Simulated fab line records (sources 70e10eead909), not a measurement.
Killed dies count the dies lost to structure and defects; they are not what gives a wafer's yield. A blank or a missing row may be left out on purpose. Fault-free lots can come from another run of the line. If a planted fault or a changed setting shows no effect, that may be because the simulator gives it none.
Which tool is to blame? -- flow nand-harc -- Sampling: 10 lots, 30 wafers, 8 of 1159 route steps

== WHAT THE GAUGES SHOWED, per wafer ==
NHARC_P_STI_CD_MEAS_09 targets a cd of 200 nm. Usual: cd-nm reads 199.4 nm (standard deviation 1.8).
lot,measured,on,cd-nm (nm),flag
L801,day 2 09:44,cd-sem-01,196.6 195.9 198.6,
L803,day 3 03:25,cd-sem-01,196.0 197.4 196.2,
L805,day 3 10:59,cd-sem-03,202.1 199.2 198.1,
L806,day 3 18:00,cd-sem-01,200.4 197.7 198.7,
L810,day 4 19:01,cd-sem-02,197.9 199.0 198.2,
L815,day 6 01:53,cd-sem-03,63.1 64.8 63.4,OFF
L817,day 6 14:10,cd-sem-01,103.8 100.9 100.2,OFF
L818,day 6 14:20,cd-sem-02,198.7 198.7 199.8,
L819,day 7 01:38,cd-sem-03,199.4 201.9 200.8,
L822,day 7 17:06,cd-sem-01,200.4 199.7 198.6,

NHARC_P_STI_CD_MEAS_16. Usual: cd-nm reads 198.9 nm (standard deviation 1.9).
lot,measured,on,cd-nm (nm),flag
L801,day 2 10:26,cd-sem-02,195.6 194.8 198.0,
L803,day 3 04:07,cd-sem-01,196.4 198.1 196.2,
L805,day 3 11:41,cd-sem-01,200.8 198.7 198.4,
L806,day 3 18:42,cd-sem-03,199.2 196.5 198.6,
L810,day 4 19:43,cd-sem-02,196.5 197.9 198.8,
L815,day 6 02:35,cd-sem-01,62.4 65.0 62.6,OFF
L817,day 6 14:52,cd-sem-01,104.0 100.9 99.7,OFF
L818,day 6 15:02,cd-sem-01,198.1 198.9 199.7,
L819,day 7 02:20,cd-sem-03,197.5 200.8 201.3,
L822,day 7 17:48,cd-sem-02,198.7 198.1 197.9,

NHARC_P_STI_OCD_MEAS_17. Usual: trench-foot-cd-nm reads 157.1 nm (standard deviation 1.9).
lot,measured,on,trench-foot-cd-nm (nm),flag
L801,day 2 10:31,ocd-01,155.2 153.4 156.4,
L803,day 3 04:13,ocd-01,153.9 155.7 154.3,
L805,day 3 11:46,ocd-02,160.4 156.7 156.2,
L806,day 3 18:47,ocd-02,158.0 155.6 156.4,
L810,day 4 19:48,ocd-02,155.7 156.4 156.2,
L815,day 6 02:40,ocd-01,21.3 23.6 21.1,OFF
L817,day 6 14:58,ocd-01,61.8 59.2 57.5,OFF
L818,day 6 15:08,ocd-02,156.9 156.2 157.4,
L819,day 7 02:26,ocd-02,156.9 160.1 158.6,
L822,day 7 17:53,ocd-01,157.4 157.6 156.4,

NHARC_END_SORT_01. Usual: killed-at-array 31, standard deviation 12; killed-at-other 0.6, standard deviation 0.85; killed-at-periphery 3.0, standard deviation 2.3; killed-dies 35, standard deviation 12; killed-open 3.2, standard deviation 1.9; killed-short 1.8, standard deviation 1.4.
lot,measured,on,killed-at-array,killed-at-other,killed-at-periphery,killed-dies,killed-open,killed-short,flag
L815,day 23 15:14,prober-01,32 32 32,0 0 0,645 645 645,677 677 677,5 2 3,2 0 3,OFF
L817,day 23 21:16,prober-02,35 23 29,1 0 3,641 654 645,677 677 677,2 2 3,2 0 0,OFF

== WHICH TOOL RAN EACH LOT (tool, then ch and the chambers of the sampled wafers, then the start) ==
lot,NHARC_P_STI_EXPOSE_06,NHARC_P_STI_CMP_21,NHARC_P_GATE_DESCUM_13,NHARC_P_GATE_ETCH_32
L801,"krf-scanner-04 ch 0, day 2 09:35","cmp-02 ch 0,1,2, day 3 04:26","rie-diel-13 ch 2,3, day 4 00:18","rie-si-02 ch 1,2, day 4 14:58"
L803,"krf-scanner-04 ch 0, day 3 03:16","cmp-03 ch 1,2,3, day 4 00:10","rie-diel-13 ch 1,2,3, day 4 17:22","rie-si-03 ch 0,1,2, day 5 10:08"
L805,"krf-scanner-04 ch 0, day 3 10:49","cmp-03 ch 0,2, day 4 07:58","rie-diel-05 ch 1,2, day 5 04:11","rie-si-02 ch 0,2, day 5 20:22"
L806,"krf-scanner-04 ch 0, day 3 17:51","cmp-02 ch 1,2,3, day 4 13:10","rie-diel-06 ch 0,1,3, day 5 04:01","rie-si-03 ch 0,1,3, day 5 21:00"
L810,"krf-scanner-04 ch 0, day 4 18:53","cmp-01 ch 0,1,2, day 5 14:55","rie-diel-06 ch 0,2,3, day 6 10:56","rie-si-03 ch 2,3, day 7 04:55"
L815,"krf-scanner-02 ch 0, day 6 01:44","cmp-02 ch 0,2,3, day 6 19:46",-,-
L817,"krf-scanner-02 ch 0, day 6 14:01","cmp-01 ch 0,1, day 7 09:05",-,-
L818,"krf-scanner-04 ch 0, day 6 14:11","cmp-02 ch 1,2, day 7 09:05","rie-diel-06 ch 1,3, day 8 04:32","rie-si-03 ch 0,2,3, day 8 19:27"
L819,"krf-scanner-04 ch 0, day 7 01:29","cmp-02 ch 0,1,2, day 8 01:55","rie-diel-06 ch 2,3, day 8 21:09","rie-si-03 ch 0,1, day 9 13:04"
L822,"krf-scanner-03 ch 0, day 7 16:57","cmp-01 ch 1,2, day 8 09:49","rie-diel-06 ch 1,2, day 9 02:56","rie-si-03 ch 2,3, day 9 18:45"
- NHARC_P_STI_EXPOSE_06: exposes mask P STI, target cd 200 nm.
- NHARC_P_STI_CMP_21: polishes, t overpolish 20 s, target thk 380.67 nm.
- NHARC_P_GATE_DESCUM_13: chemistry O2, time 3 s.
- NHARC_P_GATE_ETCH_32: etches the open film in HBr/Cl2, target depth 150 nm, time 100.1 s.

== AS READ BY THE TOOLS THEMSELVES (means over the sampled wafers that have a number; for cases with no such wafer, the mark the record gives instead) ==
NHARC_P_STI_EXPOSE_06. Usual: exposure-dose-mJ-cm2 reads 37.66 (standard deviation 0.038).
lot,tool,exposure-dose-mJ-cm2,flag
L801,krf-scanner-04,37.66,
L803,krf-scanner-04,37.64,
L805,krf-scanner-04,37.65,
L806,krf-scanner-04,37.63,
L810,krf-scanner-04,37.70,
L815,krf-scanner-02,20.40,OFF
L817,krf-scanner-02,23.91,OFF
L818,krf-scanner-04,37.65,
L819,krf-scanner-04,37.71,
L822,krf-scanner-03,37.66,

NHARC_P_STI_CMP_21. Usual: motor-current-A 12.6 A, standard deviation 1.4; overpolish-run-s 20.000 s, standard deviation 0.0087; pad-life-wafers 216, standard deviation 140.
lot,tool,motor-current-A (A),overpolish-run-s (s),pad-life-wafers,flag
L801,cmp-02,12.5,20.003,80,
L803,cmp-03,12.5,19.995,67,
L805,cmp-03,13.4,19.999,79,
L806,cmp-02,11.5,20.001,224,
L810,cmp-01,11.9,19.995,135,
L815,cmp-02,11.9,19.998,44,
L817,cmp-01,11.1,19.999,354,
L818,cmp-02,12.0,20.002,114,
L819,cmp-02,12.5,20.005,182,
L822,cmp-01,12.3,20.014,481,

NHARC_P_GATE_DESCUM_13. Usual: drypump-motor-current-A 5.8 A, standard deviation 0.54; oes-product-au 0.999 a.u., standard deviation 0.0064; rf-vpp-V 57.9 V, standard deviation 0.87; showerhead-plenum-p-Torr 1.94 Torr, standard deviation 0.09; throttle-valve-pct 11.310 %, standard deviation 0.0088.
lot,tool,drypump-motor-current-A (A),oes-product-au (a.u.),rf-vpp-V (V),showerhead-plenum-p-Torr (Torr),throttle-valve-pct (%),flag
L801,rie-diel-13,6.2,1.001,58.9,1.99,11.307,
L803,rie-diel-13,6.1,0.992,57.7,1.95,11.315,
L805,rie-diel-05,5.7,1.001,58.3,1.97,11.309,
L806,rie-diel-06,5.8,1.000,58.5,1.90,11.316,
L810,rie-diel-06,5.6,0.993,59.0,1.98,11.314,
L818,rie-diel-06,6.2,1.003,57.8,1.94,11.309,
L819,rie-diel-06,5.6,0.999,58.1,2.02,11.304,
L822,rie-diel-06,5.3,0.994,57.8,1.87,11.305,

NHARC_P_GATE_ETCH_32. Usual: bias-w 100.0 W, standard deviation 0.31; drypump-motor-current-A 5.8 A, standard deviation 0.49; hbr-flow-sccm 150.0 sccm, standard deviation 0.45; oes-product-au 1.003 a.u., standard deviation 0.0074; throttle-valve-pct 26.405 %, standard deviation 0.0091.
lot,tool,bias-w (W),drypump-motor-current-A (A),hbr-flow-sccm (sccm),oes-product-au (a.u.),throttle-valve-pct (%),flag
L801,rie-si-02,99.7,5.7,150.3,1.003,26.401,
L803,rie-si-03,99.6,5.7,150.3,1.005,26.404,
L805,rie-si-02,99.9,5.5,150.0,1.005,26.414,
L806,rie-si-03,99.9,5.9,150.2,0.998,26.404,
L810,rie-si-03,100.2,6.4,150.3,1.003,26.402,
L818,rie-si-03,99.8,6.2,149.9,1.009,26.401,
L819,rie-si-03,100.1,5.4,150.4,1.011,26.410,
L822,rie-si-03,99.9,6.4,150.0,1.010,26.397,

== THE ANSWER, worked out from the rows above alone ==
Rule: a lot is off if the mean of its wafers that have a number lies more than 3 standard deviations from the usual mean. Also off: a lot with no number at a reading for which 4 or more lots have one. The other lots that the step has rows for count as sound. Order of review: gauges by route order, followed by the tools' own readings, for which a lot's mean as printed above is used. The first step at which some lot is off is used, and at that step the reading that is off furthest; a lot without a number counts as furthest.
Off at NHARC_P_STI_CD_MEAS_09 (cd-nm): L815, L817.
A tool fits if, at a process step before that reading, it ran every lot that is off, and no sound lot after the first of them. Not tried: the gauges at NHARC_P_STI_CD_MEAS_09; whatever is off there is also off at NHARC_P_STI_OCD_MEAS_17, on other tools, and gauge error can't account for it. One fits: krf-scanner-02 at NHARC_P_STI_EXPOSE_06. It ran no sound lot before its first lot that is off in this sample, so the start can't be narrowed down.
On the lots that are off, the tool's own readings at NHARC_P_STI_EXPOSE_06 differ by more than 5 times the standard deviation of the sound lots' means, which bears it out; exposure-dose-mJ-cm2 reads 22.16 there versus 37.66 on the sound lots.

== WHAT WAS PUT IN BY THE SIMULATOR ==
Process parameters drifting: krf-scanner-02 at NHARC_P_STI_EXPOSE_06, beginning at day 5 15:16. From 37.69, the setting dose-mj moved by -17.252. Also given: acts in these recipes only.
Lots struck among those shown: L815, L817. The rule above found the same.
